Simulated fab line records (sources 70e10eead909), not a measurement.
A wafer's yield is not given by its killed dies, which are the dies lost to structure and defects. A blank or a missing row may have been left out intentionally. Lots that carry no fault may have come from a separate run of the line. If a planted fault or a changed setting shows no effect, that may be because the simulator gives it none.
Comparing a struck lot with a sound one    flow nandHarc    15 steps out of a route of 1302
Sound: the wafers L136.3, L136.4, L136.6. The struck wafers were L141.2, L141.3, L141.5. At the end, the cause is stated.
Per side, at each step with rows, come the tool, then ch with its chambers, and then its first start. Under that, the readings that differ: sound wafers    struck wafers    difference of the means    sigmas: that difference in standard deviations of wafers without a fault.
alike: words and numbers the same on both sides, and readings whose means are apart by under 2 such deviations; not compared: readings that were withheld, readings missing a value for some wafer, numbers with overlapping values and no deviation given by the record, and bounds like >300 which may hide the same value.
A row with sigmas, a row that says differs or no value, or rows on one side alone: a step with any of these is where the two part. Numbers that don't overlap but have no deviation are shown without sigmas and don't part them. A reading missing from all wafers of one side parts the sides only when that side holds two or more wafers.

NHARC_A_DECK1_JOINT_CMP_02: polishes SiOx.
  sound on cmp-04 ch 1,2, day 13 09:26; struck on cmp-01 ch 2,3, day 15 03:34
  alike: motorCurrentA
next, for these wafers, 1 step has no rows: NHARC_A_DECK1_JOINT_SRD_15.
NHARC_A_DECK1_JOINT_DEP_16: deposits SiO2, target thk 45 nm.
  sound on pecvd-03 ch 0,1,2, day 13 09:50; struck on pecvd-03 ch 1,2, day 15 03:58
  alike: heaterPowerW, throttleValvePct
NHARC_A_DECK1_JOINT_THK_MEAS_17: measures by ellipsometry.
  struck on filmMetro-01, day 15 04:14; sound on filmMetro-02, day 13 10:07
  alike: thkNm
NHARC_A_DECK1_JOINT_INSPECT_05:
  struck on defectInspect-02, day 15 04:17; sound on defectInspect-01, day 13 10:09
  alike: rawDefectCount
then NHARC_A_ONON_D2_DEP_00 (target thk 1000 nm), 1 step lacking rows for these wafers.
NHARC_A_ONON_D2_THK_MEAS_02: measures by ellipsometry.
  struck on filmMetro-02, day 15 04:52; sound on filmMetro-02, day 13 10:44
  alike: thkNm
then NHARC_A_ONON_D2_DEP_03 (target thk 1000 nm), 1 step lacking rows for these wafers.
NHARC_A_ONON_D2_THK_MEAS_05: measures by ellipsometry.
  struck on filmMetro-01, day 15 05:25; sound on filmMetro-02, day 13 11:17
reading     sound           struck       difference  sigmas
thkNm (nm)  1023 1022 1023  987 990 988  -34         -3
then NHARC_A_ONON_D2_DEP_06 (target thk 1000 nm), 1 step lacking rows for these wafers.
NHARC_A_ONON_D2_THK_MEAS_08: measures by ellipsometry.
  struck on filmMetro-01, day 15 05:59; sound on filmMetro-01, day 13 11:52
  alike: thkNm
NHARC_A_ONON_D2_DEP_09: target thk 1000 nm.
  sound on pecvdOnon-02 ch 0, day 13 12:02; struck on pecvdOnon-02 ch 0, day 15 06:06
  alike: nh3FlowSccm
NHARC_A_ONON_D2_THK_MEAS_11: measures by ellipsometry.
  struck on filmMetro-02, day 15 06:33; sound on filmMetro-02, day 13 12:26
reading     sound         struck          difference  sigmas
thkNm (nm)  1000 999 999  1612 1614 1615  +614        +65
then NHARC_A_ONON_D2_DEP_12 (target thk 1000 nm), 1 step lacking rows for these wafers.
-- jump in the record: it breaks off in module A_ONON_D2 and resumes in module END (first step shown: number 1302 of the route), and 12 days separate the struck wafers' starts before and after --
NHARC_END_SORT_01:
  at this point the record logs the struck wafers (prober-01 ch 0, day 27 14:17) and has no rows for the sound ones

## WHERE THEY PART
Last at NHARC_END_SORT_01 as far as this record goes, first at NHARC_A_ONON_D2_THK_MEAS_05.

WHY: what the simulator had put in
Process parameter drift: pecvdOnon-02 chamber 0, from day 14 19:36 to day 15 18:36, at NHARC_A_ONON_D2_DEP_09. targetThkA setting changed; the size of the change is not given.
